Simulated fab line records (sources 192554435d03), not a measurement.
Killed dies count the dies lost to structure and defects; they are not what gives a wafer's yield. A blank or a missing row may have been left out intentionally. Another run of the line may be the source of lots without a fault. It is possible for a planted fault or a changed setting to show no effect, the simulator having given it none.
fab line records    flow n5_finfet    part 1 of 2: steps 1 to 25 of 32
record lots=5  wafers=15  last_day=17
route steps=1938 shown PMOS_HMC_CHANNEL_EPI@85 FIN_SAQP@90
lots that met no fault: taken from a fault-free run of the same line
start_h: hours from the record's opening day to when the first of the lot's shown wafers began    wait_h: time in hours since the lot's previous step    " repeats the value in the row above    L1.1+2: one row covering several wafers at once    - no value present, or no start provided    * or withheld: withheld    < > ~ a bound
route shown NAME@n: a module of which the file shows steps, and the number in the route of the first    usual: the fault-free wafers' mean and standard deviation    same: alike in all rows    chamber/n: place in a boat    sites: each site's reading    _std_site: standard deviation across them    _edge_site: mean of outer sites minus mean of inner sites    radius_mm: how far each site lies from the wafer's centre    mask NAME#n: copy n    behind: the last tool/chamber to shape the wafer    hold: what put the lot on hold/how long, in hours/how the hold closed    device: names the non-switching transistor (n, p or np)    end of line: the tests these same wafers got at the end of their route    a step given without rows: its recipe and nothing more    killed: not the wafer's yield, but the dies lost to structure and defects at the first sort    map: a wafer's dies, marking killed ones x, the rest . and places with no die _
set.NAME: the setting the step ran with; set.NAME@STEP: the setting that earlier step ran with    model.NAME: the simulator's own value behind a step, which no gauge read
certain route steps with their lots: each step a table, each wafer a row
services: from which hour (start_h, from the record's first day; less than 0 if before it) a tool's chamber was out of use, for how many hours, and why
## steps
# step N5_PMOS_HMC_CHANNEL_EPI_PRECLEAN_24
# recipe chemistry=DHF  time_s=30  temp_c=25  dilution=withheld
lot.wafer   tool          chamber  start_h  wait_h
L074.2+4+5  wet_bench-02  1,5,3    20.12    0.0
L076.1+4+5  wet_bench-03  5,1,6    32.04    0.0
L087.1+3+5  wet_bench-05  5,3,2    99.51    0.0
L088.2+3+4  wet_bench-02  3,2,7    104.44   0.0
L096.2+3+6  wet_bench-02  1,5,7    152.19   0.0
# step N5_PMOS_HMC_CHANNEL_EPI_SRD_25
# recipe dry=ipa_marangoni  do_ppb=5  time_s=30  temp_c=23  rinse_liquid=diw
# usual bath_heat_duty_pct=3.6/0.53
lot.wafer  tool          chamber  start_h  wait_h  bath_heat_duty_pct
L074.2     wet_bench-02  1        20.13    0.0     3.6
L074.4     "             5        "        "       4.2
L074.5     "             3        "        "       3.9
L076.1     wet_bench-03  5        32.05    0.0     4.0
L076.4     "             1        "        "       3.3
L076.5     "             6        "        "       3.1
L087.1     wet_bench-05  5        99.52    0.0     4.1
L087.3     "             3        "        "       4.1
L087.5     "             2        "        "       4.4
L088.2     wet_bench-02  3        104.45   0.0     3.8
L088.3     "             2        "        "       3.1
L088.4     "             7        "        "       3.7
L096.2     wet_bench-02  1        152.20   0.0     3.2
L096.3     "             5        "        "       3.0
L096.6     "             7        "        "       3.3
# step N5_PMOS_HMC_CHANNEL_EPI_EPI_26
# recipe material=Si  target_thk_a=38  temp_c=650  precursor=SiH4/H2  pressure_torr=20  time_s=22.7
# usual throttle_valve_pct=11.37/0.24
lot.wafer  tool          chamber  start_h  wait_h  throttle_valve_pct
L074.2     epi_rpcvd-03  0        20.23    0.1     11.77
L074.4     "             0        "        "       11.45
L074.5     "             0        "        "       11.74
L076.1     epi_rpcvd-02  0        32.09    0.0     11.22
L076.4     "             0        "        "       11.14
L076.5     "             0        "        "       11.49
L087.1     epi_rpcvd-02  0        99.57    0.0     11.46
L087.3     "             0        "        "       11.41
L087.5     "             0        "        "       10.99
L088.2     epi_rpcvd-03  0        104.59   0.1     12.00
L088.3     "             0        "        "       11.51
L088.4     "             0        "        "       11.54
L096.2     epi_rpcvd-02  0        152.29   0.1     11.15
L096.3     "             0        "        "       11.44
L096.6     "             0        "        "       11.01
# step N5_PMOS_HMC_CHANNEL_EPI_INSPECT_30
# recipe inspect_instrument=darkfield  mode=post_epi
# usual raw_defect_count=17/5.5
lot.wafer  tool               chamber  start_h  wait_h  raw_defect_count
L074.2     defect_inspect-01  -        20.55    0.0     18
L074.4     "                  -        "        "       26
L074.5     "                  -        "        "       22
L076.1     defect_inspect-02  -        32.56    0.0     23
L076.4     "                  -        "        "       16
L076.5     "                  -        "        "       30
L087.1     defect_inspect-01  -        100.04   0.0     24
L087.3     "                  -        "        "       16
L087.5     "                  -        "        "       22
L088.2     defect_inspect-02  -        104.99   0.0     22
L088.3     "                  -        "        "       13
L088.4     "                  -        "        "       20
L096.2     defect_inspect-01  -        152.62   0.0     23
L096.3     "                  -        "        "       14
L096.6     "                  -        "        "       14
# step N5_FIN_SAQP_PRECLEAN_42
# recipe chemistry=O3/DIW  time_s=60  temp_c=22  o3_ppm=10
# usual bath_heat_duty_pct=2.4/0.46
lot.wafer  tool          chamber  start_h  wait_h  bath_heat_duty_pct
L074.2     wet_bench-04  1        20.58    0.0     2.0
L074.4     "             0        "        "       3.0
L074.5     "             3        "        "       2.2
L076.1     wet_bench-01  4        32.59    0.0     2.2
L076.4     "             0        "        "       2.7
L076.5     "             1        "        "       3.1
L087.1     wet_bench-01  7        100.07   0.0     2.5
L087.3     "             1        "        "       3.2
L087.5     "             2        "        "       2.0
L088.2     wet_bench-01  1        105.02   0.0     1.9
L088.3     "             2        "        "       2.2
L088.4     "             6        "        "       2.8
L096.2     wet_bench-06  6        152.64   0.0     1.8
L096.3     "             1        "        "       2.9
L096.6     "             7        "        "       1.8
# step N5_FIN_SAQP_PRECLEAN_00
# recipe chemistry=SC1  time_s=60  temp_c=55  mix=1:2:50
# usual bath_heat_duty_pct=8.9/1.1  nh4oh_flow_mL_min=28.30/0.099
lot.wafer  tool          chamber  start_h  wait_h  bath_heat_duty_pct  nh4oh_flow_mL_min
L074.2     wet_bench-04  1        20.59    0.0     8.7                 28.26
L074.4     "             0        "        "       12.1                28.26
L074.5     "             3        "        "       7.5                 28.27
L076.1     wet_bench-01  4        32.61    0.0     8.2                 28.15
L076.4     "             0        "        "       10.4                28.17
L076.5     "             1        "        "       10.0                28.51
L087.1     wet_bench-01  7        100.09   0.0     9.2                 28.35
L087.3     "             1        "        "       9.4                 28.31
L087.5     "             2        "        "       9.6                 28.42
L088.2     wet_bench-01  1        105.04   0.0     9.2                 28.46
L088.3     "             2        "        "       8.5                 28.37
L088.4     "             6        "        "       9.4                 28.20
L096.2     wet_bench-06  6        152.66   0.0     7.1                 28.21
L096.3     "             1        "        "       9.0                 28.18
L096.6     "             7        "        "       8.9                 28.30
# step N5_FIN_SAQP_PRECLEAN_44
# recipe chemistry=SC2  time_s=45  temp_c=35  mix=1:1:50
# usual bath_heat_duty_pct=3.4/0.54
lot.wafer  tool          chamber  start_h  wait_h  bath_heat_duty_pct
L074.2     wet_bench-04  1        20.61    0.0     3.2
L074.4     "             0        "        "       4.2
L074.5     "             3        "        "       3.3
L076.1     wet_bench-01  4        32.63    0.0     3.9
L076.4     "             0        "        "       4.0
L076.5     "             1        "        "       3.4
L087.1     wet_bench-01  7        100.11   0.0     4.0
L087.3     "             1        "        "       3.1
L087.5     "             2        "        "       3.6
L088.2     wet_bench-01  1        105.06   0.0     2.8
L088.3     "             2        "        "       3.4
L088.4     "             6        "        "       3.7
L096.2     wet_bench-06  6        152.68   0.0     3.6
L096.3     "             1        "        "       3.6
L096.6     "             7        "        "       2.8
# step N5_FIN_SAQP_SRD_01
# recipe dry=ipa_marangoni  time_s=30  temp_c=23  rinse_liquid=diw
# usual bath_heat_duty_pct=3.8/0.54
lot.wafer  tool          chamber  start_h  wait_h  bath_heat_duty_pct
L074.2     wet_bench-04  1        20.62    0.0     4.0
L074.4     "             0        "        "       5.7
L074.5     "             3        "        "       3.8
L076.1     wet_bench-01  4        32.64    0.0     3.7
L076.4     "             0        "        "       3.7
L076.5     "             1        "        "       3.6
L087.1     wet_bench-01  7        100.12   0.0     3.8
L087.3     "             1        "        "       3.8
L087.5     "             2        "        "       3.4
L088.2     wet_bench-01  1        105.07   0.0     4.5
L088.3     "             2        "        "       3.7
L088.4     "             6        "        "       4.4
L096.2     wet_bench-06  6        152.69   0.0     4.0
L096.3     "             1        "        "       4.4
L096.6     "             7        "        "       3.5
# step N5_FIN_SAQP_ALD_61
# recipe material=SiO2  target_thk_a=40  temp_c=300  ald_precursor_family=BDEAS  ald_co_reactant=O2-plasma  pulse_time_s=1  purge_time_s=2  co_reactant_purge_time_s=2  ald_cycles=43  pressure_torr=2
# usual heater_power_w=483/59  precursor_pulse_height_rel=1.001/0.019
lot.wafer  tool        chamber  start_h  wait_h  heater_power_w  precursor_pulse_height_rel
L074.2     ald_sin-02  3        21.40    0.8     421             1.002
L074.4     "           0        "        "       439             0.963
L074.5     "           2        "        "       500             0.985
L076.1     ald_sin-01  1        32.69    0.0     388             0.985
L076.4     "           2        "        "       516             1.018
L076.5     "           1        "        "       393             0.995
L087.1     ald_sin-01  1        100.16   0.0     388             0.986
L087.3     "           3        "        "       454             1.031
L087.5     "           2        "        "       520             0.952
L088.2     ald_sin-04  0        105.13   0.0     513             0.975
L088.3     "           2        "        "       555             1.025
L088.4     "           1        "        "       426             1.010
L096.2     ald_sin-01  1        152.74   0.0     396             0.997
L096.3     "           0        "        "       470             1.017
L096.6     "           3        "        "       456             1.023
# step N5_FIN_SAQP_DENSIFY_62
# recipe temp_c=700  time_s=60  ambient=N2  idle_temp_c=600  ramp_up_c_per_s=150  ramp_down_c_per_s=60  cool_to_c=600
# usual lamp_power_pct=9.85/0.053  wafer_temp_C_max=703.3/0.56
lot.wafer  tool           chamber  start_h  wait_h  lamp_power_pct  wafer_temp_C_max
L074.2     rtp_anneal-02  0        21.63    0.1     9.80            703.3
L074.4     "              0        "        "       9.90            703.5
L074.5     "              0        "        "       9.83            703.5
L076.1     rtp_anneal-01  0        32.93    0.2     9.90            703.3
L076.4     "              0        "        "       9.87            703.1
L076.5     "              0        "        "       9.79            703.9
L087.1     rtp_anneal-01  0        100.37   0.1     9.80            703.6
L087.3     "              0        "        "       9.94            703.1
L087.5     "              0        "        "       9.96            704.2
L088.2     rtp_anneal-02  0        105.37   0.1     9.79            703.1
L088.3     "              0        "        "       9.80            702.8
L088.4     "              0        "        "       9.91            702.9
L096.2     rtp_anneal-02  0        152.97   0.1     9.75            702.6
L096.3     "              0        "        "       9.88            703.8
L096.6     "              0        "        "       9.93            702.8
# step N5_FIN_SAQP_HM_DEP_03
# recipe material=SiNx  target_thk_a=380  temp_c=400  precursor=SiH4/NH3/N2  pressure_torr=1.5  rf_w=300  time_s=33.6
# usual heater_power_w=788/110  showerhead_plenum_p_Torr=5.11/0.068  throttle_valve_pct=39.5/1.6
lot.wafer  tool      chamber  start_h  wait_h  heater_power_w  showerhead_plenum_p_Torr  throttle_valve_pct
L074.2     pecvd-03  1        21.82    0.2     800             5.17                      40.0
L074.4     "         2        "        "       937             5.23                      35.9
L074.5     "         1        "        "       791             5.16                      40.1
L076.1     pecvd-04  1        33.14    0.2     754             5.07                      37.8
L076.4     "         1        "        "       747             5.06                      37.6
L076.5     "         2        "        "       880             5.01                      39.7
L087.1     pecvd-04  2        100.58   0.2     824             5.00                      40.1
L087.3     "         0        "        "       926             5.12                      40.1
L087.5     "         1        "        "       827             5.07                      37.9
L088.2     pecvd-03  0        105.55   0.2     639             5.09                      42.2
L088.3     "         1        "        "       810             5.16                      39.6
L088.4     "         1        "        "       802             5.15                      39.5
L096.2     pecvd-04  0        153.15   0.2     922             5.12                      40.4
L096.3     "         1        "        "       842             5.06                      38.2
L096.6     "         1        "        "       836             5.08                      38.4
# step N5_FIN_SAQP_THK_MEAS_05
# usual thk_nm=38.1/0.57
lot.wafer  tool           chamber  start_h  wait_h  thk_nm
L074.2     film_metro-01  -        21.90    0.1     38.4
L074.4     "              -        "        "       39.1
L074.5     "              -        "        "       38.8
L076.1     film_metro-01  -        33.23    0.1     37.5
L076.4     "              -        "        "       37.8
L076.5     "              -        "        "       38.2
L087.1     film_metro-02  -        100.67   0.1     37.6
L087.3     "              -        "        "       37.3
L087.5     "              -        "        "       37.4
L088.2     film_metro-02  -        105.64   0.1     38.0
L088.3     "              -        "        "       38.7
L088.4     "              -        "        "       39.3
L096.2     film_metro-02  -        153.24   0.1     37.6
L096.3     "              -        "        "       37.4
L096.6     "              -        "        "       37.6
# step N5_FIN_SAQP_PECVD_47
# recipe material=a-Si  target_thk_a=450  temp_c=400  precursor=SiH4/He  pressure_torr=3  rf_w=100  time_s=36.3
# usual heater_power_w=856/120  showerhead_plenum_p_Torr=5.65/0.051  throttle_valve_pct=18.0/0.79
lot.wafer  tool      chamber  start_h  wait_h  heater_power_w  showerhead_plenum_p_Torr  throttle_valve_pct
L074.2     pecvd-04  1        21.94    0.0     885             5.63                      17.3
L074.4     "         1        "        "       904             5.62                      17.2
L074.5     "         2        "        "       1052            5.57                      18.0
L076.1     pecvd-01  0        33.27    0.0     772             5.65                      18.7
L076.4     "         1        "        "       767             5.58                      18.1
L076.5     "         0        "        "       751             5.63                      18.3
L087.1     pecvd-01  0        100.71   0.0     874             5.65                      18.8
L087.3     "         1        "        "       751             5.59                      18.0
L087.5     "         0        "        "       876             5.65                      18.3
L088.2     pecvd-03  1        105.67   0.0     877             5.68                      17.8
L088.3     "         0        "        "       688             5.63                      19.2
L088.4     "         2        "        "       893             5.74                      16.7
L096.2     pecvd-01  1        153.28   0.0     727             5.59                      18.0
L096.3     "         0        "        "       840             5.63                      18.6
L096.6     "         0        "        "       840             5.65                      18.7
# step N5_FIN_SAQP_PECVD_48
# recipe material=SiNx  target_thk_a=250  temp_c=400  precursor=SiH4/NH3/N2  pressure_torr=1.5  rf_w=300  time_s=22.1
# usual heater_power_w=785/120  showerhead_plenum_p_Torr=5.12/0.069  throttle_valve_pct=39.5/1.8
lot.wafer  tool      chamber  start_h  wait_h  heater_power_w  showerhead_plenum_p_Torr  throttle_valve_pct
L074.2     pecvd-04  1        21.98    0.0     786             5.07                      37.5
L074.4     "         1        "        "       779             5.08                      37.4
L074.5     "         2        "        "       972             5.00                      39.8
L076.1     pecvd-01  0        33.31    0.0     714             5.09                      40.9
L076.4     "         1        "        "       662             5.04                      39.6
L076.5     "         0        "        "       690             5.11                      40.7
L087.1     pecvd-01  0        100.75   0.0     805             5.09                      41.2
L087.3     "         1        "        "       716             5.05                      39.4
L087.5     "         0        "        "       814             5.09                      41.2
L088.2     pecvd-03  1        105.72   0.0     740             5.15                      40.1
L088.3     "         0        "        "       528             5.09                      42.1
L088.4     "         2        "        "       926             5.22                      36.4
L096.2     pecvd-01  1        153.32   0.0     686             5.04                      39.8
L096.3     "         0        "        "       766             5.11                      41.5
L096.6     "         0        "        "       758             5.12                      41.1
# step N5_FIN_SAQP_PECVD_06
# recipe material=a-Si  target_thk_a=600  temp_c=400  precursor=SiH4/He  pressure_torr=3  rf_w=100  time_s=48.1
# usual heater_power_w=849/120  showerhead_plenum_p_Torr=5.65/0.051  throttle_valve_pct=18.0/0.8
lot.wafer  tool      chamber  start_h  wait_h  heater_power_w  showerhead_plenum_p_Torr  throttle_valve_pct
L074.2     pecvd-04  1        22.02    0.0     756             5.63                      17.2
L074.4     "         1        "        "       782             5.61                      17.3
L074.5     "         2        "        "       973             5.56                      18.2
L076.1     pecvd-01  0        33.35    0.0     880             5.64                      18.2
L076.4     "         1        "        "       656             5.58                      17.9
L076.5     "         0        "        "       859             5.64                      18.3
L087.1     pecvd-01  0        100.79   0.0     777             5.64                      19.1
L087.3     "         1        "        "       728             5.61                      17.9
L087.5     "         0        "        "       791             5.64                      18.9
L088.2     pecvd-03  1        105.76   0.0     835             5.68                      18.0
L088.3     "         0        "        "       630             5.64                      19.3
L088.4     "         2        "        "       871             5.71                      16.5
L096.2     pecvd-01  1        153.36   0.0     796             5.59                      18.0
L096.3     "         0        "        "       779             5.65                      18.6
L096.6     "         0        "        "       780             5.64                      18.5
# step N5_FIN_SAQP_THK_MEAS_07
# usual thk_nm=59.9/0.75
lot.wafer  tool           chamber  start_h  wait_h  thk_nm
L074.2     film_metro-01  -        22.13    0.1     58.9
L074.4     "              -        "        "       60.0
L074.5     "              -        "        "       59.3
L076.1     film_metro-01  -        33.44    0.1     60.5
L076.4     "              -        "        "       61.4
L076.5     "              -        "        "       61.1
L087.1     film_metro-02  -        100.88   0.1     60.1
L087.3     "              -        "        "       60.2
L087.5     "              -        "        "       61.3
L088.2     film_metro-02  -        105.84   0.1     59.1
L088.3     "              -        "        "       59.0
L088.4     "              -        "        "       60.1
L096.2     film_metro-01  -        153.45   0.1     60.1
L096.3     "              -        "        "       60.1
L096.6     "              -        "        "       61.2
# step N5_FIN_SAQP_HM_DEP_72
# recipe material=SiO2  target_thk_a=120  temp_c=400  precursor=SiH4/N2O  pressure_torr=0.75  rf_w=275  time_s=7.2
# usual heater_power_w=824/120  showerhead_plenum_p_Torr=8.08/0.14
lot.wafer  tool      chamber  start_h  wait_h  heater_power_w  showerhead_plenum_p_Torr
L074.2     pecvd-01  2        22.16    0.0     823             8.26
L074.4     "         0        "        "       804             8.07
L074.5     "         1        "        "       700             7.93
L076.1     pecvd-01  2        33.48    0.0     831             8.23
L076.4     "         1        "        "       685             7.95
L076.5     "         2        "        "       810             8.27
L087.1     pecvd-04  0        100.91   0.0     1002            8.11
L087.3     "         2        "        "       975             7.87
L087.5     "         2        "        "       971             7.85
L088.2     pecvd-04  0        105.88   0.0     1018            8.11
L088.3     "         2        "        "       934             7.86
L088.4     "         0        "        "       986             8.11
L096.2     pecvd-03  2        153.49   0.0     946             8.32
L096.3     "         0        "        "       626             8.04
L096.6     "         2        "        "       945             8.35
# step N5_FIN_SAQP_COAT_49
# recipe resist=SOC  temp_c=250  time_s=60  spin_rpm=1500  resist_thk_nm=100
# usual dispense_pressure_kPa=44.3/1.8
lot.wafer  tool            chamber  start_h  wait_h  dispense_pressure_kPa
L074.2     litho_track-03  0        22.24    0.1     46.3
L074.4     "               0        "        "       46.3
L074.5     "               0        "        "       46.3
L076.1     litho_track-04  0        33.55    0.1     43.7
L076.4     "               0        "        "       43.7
L076.5     "               0        "        "       43.7
L087.1     litho_track-05  0        100.99   0.1     41.8
L087.3     "               0        "        "       41.8
L087.5     "               0        "        "       41.9
L088.2     litho_track-05  0        105.96   0.1     41.8
L088.3     "               0        "        "       41.9
L088.4     "               0        "        "       41.8
L096.2     litho_track-04  0        153.56   0.1     43.8
L096.3     "               0        "        "       43.8
L096.6     "               0        "        "       43.7
# step N5_FIN_SAQP_COAT_50
# recipe resist=SiARC  temp_c=220  time_s=60  spin_rpm=1500  resist_thk_nm=35
# usual dispense_pressure_kPa=44.3/1.8
lot.wafer  tool            chamber  start_h  wait_h  dispense_pressure_kPa
L074.2     litho_track-03  0        -        -       46.3
L074.4     "               0        "        "       46.3
L074.5     "               0        "        "       46.3
L076.1     litho_track-04  0        -        -       43.8
L076.4     "               0        "        "       43.7
L076.5     "               0        "        "       43.8
L087.1     litho_track-05  0        -        -       41.8
L087.3     "               0        "        "       41.8
L087.5     "               0        "        "       41.8
L088.2     litho_track-05  0        -        -       41.8
L088.3     "               0        "        "       41.8
L088.4     "               0        "        "       41.8
L096.2     litho_track-04  0        -        -       43.8
L096.3     "               0        "        "       43.8
L096.6     "               0        "        "       43.8
# step N5_FIN_SAQP_COAT_10
# recipe resist=CAR-ArF  spin_rpm=1500  resist_thk_nm=90
# usual dispense_pressure_kPa=44.3/1.8
lot.wafer  tool            chamber  start_h  wait_h  dispense_pressure_kPa
L074.2     litho_track-03  0        -        -       46.3
L074.4     "               0        "        "       46.3
L074.5     "               0        "        "       46.3
L076.1     litho_track-04  0        -        -       43.9
L076.4     "               0        "        "       43.9
L076.5     "               0        "        "       43.8
L087.1     litho_track-05  0        -        -       41.7
L087.3     "               0        "        "       41.7
L087.5     "               0        "        "       41.8
L088.2     litho_track-05  0        -        -       41.8
L088.3     "               0        "        "       41.8
L088.4     "               0        "        "       41.7
L096.2     litho_track-04  0        -        -       43.9
L096.3     "               0        "        "       43.8
L096.6     "               0        "        "       43.8
# step N5_FIN_SAQP_EBR_12
# recipe solvent=PGMEA  ebr_width_mm=1.5
lot.wafer   tool            chamber  start_h  wait_h
L074.2+4+5  litho_track-03  0        -        -
L076.1+4+5  litho_track-04  0        -        -
L087.1+3+5  litho_track-05  0        -        -
L088.2+3+4  litho_track-05  0        -        -
L096.2+3+6  litho_track-04  0        -        -
# step N5_FIN_SAQP_SOFTBAKE_11
# recipe temp_c=110  time_s=60  resist=CAR-ArF
lot.wafer   tool            chamber  start_h  wait_h
L074.2+4+5  litho_track-03  0        -        -
L076.1+4+5  litho_track-04  0        -        -
L087.1+3+5  litho_track-05  0        -        -
L088.2+3+4  litho_track-05  0        -        -
L096.2+3+6  litho_track-04  0        -        -
# step N5_FIN_SAQP_EXPOSE_13
# recipe mask_id=FIN_CORE  na=1.35  source_shape=dipole  sigma_inner=0.538  sigma_outer=0.738  polarization=te  target_cd_nm=35.6  dose_mj=63.25
# usual focus_offset_nm=0.0/0.53
lot.wafer  tool             chamber  start_h  wait_h  mask        focus_offset_nm
L074.2     arfi_scanner-02  0        22.49    -       FIN_CORE#0  -0.3
L074.4     "                0        "        "       FIN_CORE#0  0.3
L074.5     "                0        "        "       FIN_CORE#0  0.3
L076.1     arfi_scanner-02  0        33.67    -       FIN_CORE#0  0.1
L076.4     "                0        "        "       FIN_CORE#0  0.2
L076.5     "                0        "        "       FIN_CORE#0  0.8
L087.1     arfi_scanner-02  0        101.23   -       FIN_CORE#0  0.6
L087.3     "                0        "        "       FIN_CORE#0  0.1
L087.5     "                0        "        "       FIN_CORE#0  0.1
L088.2     arfi_scanner-02  0        106.08   -       FIN_CORE#0  -0.5
L088.3     "                0        "        "       FIN_CORE#0  -0.5
L088.4     "                0        "        "       FIN_CORE#0  0.8
L096.2     arfi_scanner-03  0        153.82   -       FIN_CORE#0  -0.4
L096.3     "                0        "        "       FIN_CORE#0  -0.3
L096.6     "                0        "        "       FIN_CORE#0  -0.6
# step N5_FIN_SAQP_PEB_14
# recipe peb_temp_c=withheld  peb_time_s=60  resist=CAR-ArF
lot.wafer   tool            chamber  start_h  wait_h
L074.2+4+5  litho_track-05  0        22.54    0.0
L076.1+4+5  litho_track-04  0        33.73    0.1
L087.1+3+5  litho_track-05  0        101.29   0.1
L088.2+3+4  litho_track-03  0        106.14   0.0
L096.2+3+6  litho_track-04  0        153.88   0.0
# step N5_FIN_SAQP_DEVELOP_15
# recipe develop_time_s=30  developer=TMAH  resist=CAR-ArF  dev_temp_c=23  rinse_liquid=diw  dry=air_spin
lot.wafer   tool            chamber  start_h  wait_h
L074.2+4+5  litho_track-05  0        -        -
L076.1+4+5  litho_track-04  0        -        -
L087.1+3+5  litho_track-05  0        -        -
L088.2+3+4  litho_track-03  0        -        -
L096.2+3+6  litho_track-04  0        -        -
